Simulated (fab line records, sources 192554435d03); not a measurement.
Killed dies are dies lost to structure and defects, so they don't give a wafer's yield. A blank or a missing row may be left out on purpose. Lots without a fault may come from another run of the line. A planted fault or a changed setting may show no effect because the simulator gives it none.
A struck lot beside a sound one | flow n5_finfet | 15 steps out of a route of 1938
Sound: wafers L474.2, L474.4, L474.6. Struck: wafer L479.5. (L479.2, L479.3 of the same lot were not struck and are left out.) The cause comes at the end.
At each step with rows: each side's tool, then ch and its chambers, then its first start. Under that, the readings that differ: sound wafers | struck wafers | difference of the means | sigmas: that difference in standard deviations of wafers without a fault.
alike: readings whose means differ by less than 2 such deviations, and words and numbers that are the same on both sides. not compared: withheld readings, readings that some wafer has no value for, bounds like >300 that may hide the same value, and numbers for which the record gives no deviation and whose values overlap.
The two part at a step that has a row with sigmas, a row that says differs or no value, or rows on one side only. Numbers that don't overlap but have no deviation are shown without sigmas and don't part them. A reading that every wafer of one side lacks parts them only if that side has two wafers or more.

first, 7 steps without rows for these wafers: N5_BEOL_M2_COAT_73 (time 60 s, resist thk 5 nm); N5_BEOL_M2_COAT_05 (resist thk 30 nm); N5_BEOL_M2_EBR_07; N5_BEOL_M2_SOFTBAKE_06 (time 60 s); N5_BEOL_M2_EXPOSE_08 (exposes mask M2); N5_BEOL_M2_PEB_09 (peb time 60 s); N5_BEOL_M2_DEVELOP_10 (develop time 30 s).
N5_BEOL_M2_CD_MEAS_11: target cd 16.79 nm.
  sound on cd_sem-03 ch 0, day 7 22:58; struck on cd_sem-01 ch 0, day 10 16:01
  alike: cd_nm
N5_BEOL_M2_OVL_MEAS_12:
  sound on overlay-02 ch 0, day 7 22:59; struck on overlay-02 ch 0, day 10 16:02
  alike: M2_OVL
N5_BEOL_M2_INSPECT_13: inspects for defects (brightfield).
  sound on defect_inspect-01, day 7 23:02; struck on defect_inspect-02, day 10 16:05
  alike: raw_defect_count
N5_BEOL_M2_DESCUM_16: chemistry O2, time 7 s.
  sound on rie_diel-01 ch 0,1,3, day 7 23:49; struck on rie_diel-01 ch 0, day 10 16:08
  alike: drypump_motor_current_A, oes_product_au, rf_vpp_V, showerhead_plenum_p_Torr, throttle_valve_pct
  not compared: rf_hours_counter_h
N5_BEOL_M2_ETCH_74: etches underlayer in N2/H2, target depth 6.5 nm, time 5.2 s.
  sound on rie_diel-01 ch 0,1,3, day 7 23:50; struck on rie_diel-01 ch 0, day 10 16:10
  reading               | sound          | struck | difference | sigmas
  etch_rf_on_time_s (s) | 5.13 5.08 5.02 | 5.27   | +0.19      | +3
  alike: drypump_motor_current_A, oes_product_au, rf_vpp_V, showerhead_plenum_p_Torr, throttle_valve_pct
  not compared: rf_hours_counter_h
N5_BEOL_M2_ETCH_63: etches SiARC in CF4, target depth 15.6 nm, time 26 s.
  sound on rie_diel-01 ch 0,1,3, day 7 23:52; struck on rie_diel-01 ch 0, day 10 16:11
  reading               | sound             | struck | difference | sigmas
  etch_rf_on_time_s (s) | 25.92 25.40 25.42 | 16.83  | -8.75      | -30
  oes_product_au (a.u.) | 0.72 0.67 0.71    | 0.92   | +0.22      | +4
  alike: drypump_motor_current_A, rf_vpp_V, showerhead_plenum_p_Torr, throttle_valve_pct
  not compared: rf_hours_counter_h
N5_BEOL_M2_ETCH_64: etches SOC in N2/H2, target depth 75 nm, overetch 22.5 nm, time 121.9 s.
  sound on rie_diel-01 ch 0,1,3, day 7 23:53; struck on rie_diel-01 ch 0, day 10 16:13
  alike: drypump_motor_current_A, oes_product_au, rf_vpp_V, showerhead_plenum_p_Torr, throttle_valve_pct
  not compared: rf_hours_counter_h
N5_BEOL_M4_RC_MEAS_101:
  sound on prober-02 ch 0, day 11 01:49; struck on prober-02 ch 0, day 12 01:27
  alike: DIBL_N, DIBL_P, IOFF_N, IOFF_P, ION_N, ION_P, SS_N, SS_P, VT_N, VT_P

WHERE THEY PART
First at N5_BEOL_M2_ETCH_74; last, within this record, at N5_BEOL_M2_ETCH_63. Later steps at which nothing parts them and some readings are alike: N5_BEOL_M2_ETCH_64, N5_BEOL_M4_RC_MEAS_101.

WHY: what the simulator had put in
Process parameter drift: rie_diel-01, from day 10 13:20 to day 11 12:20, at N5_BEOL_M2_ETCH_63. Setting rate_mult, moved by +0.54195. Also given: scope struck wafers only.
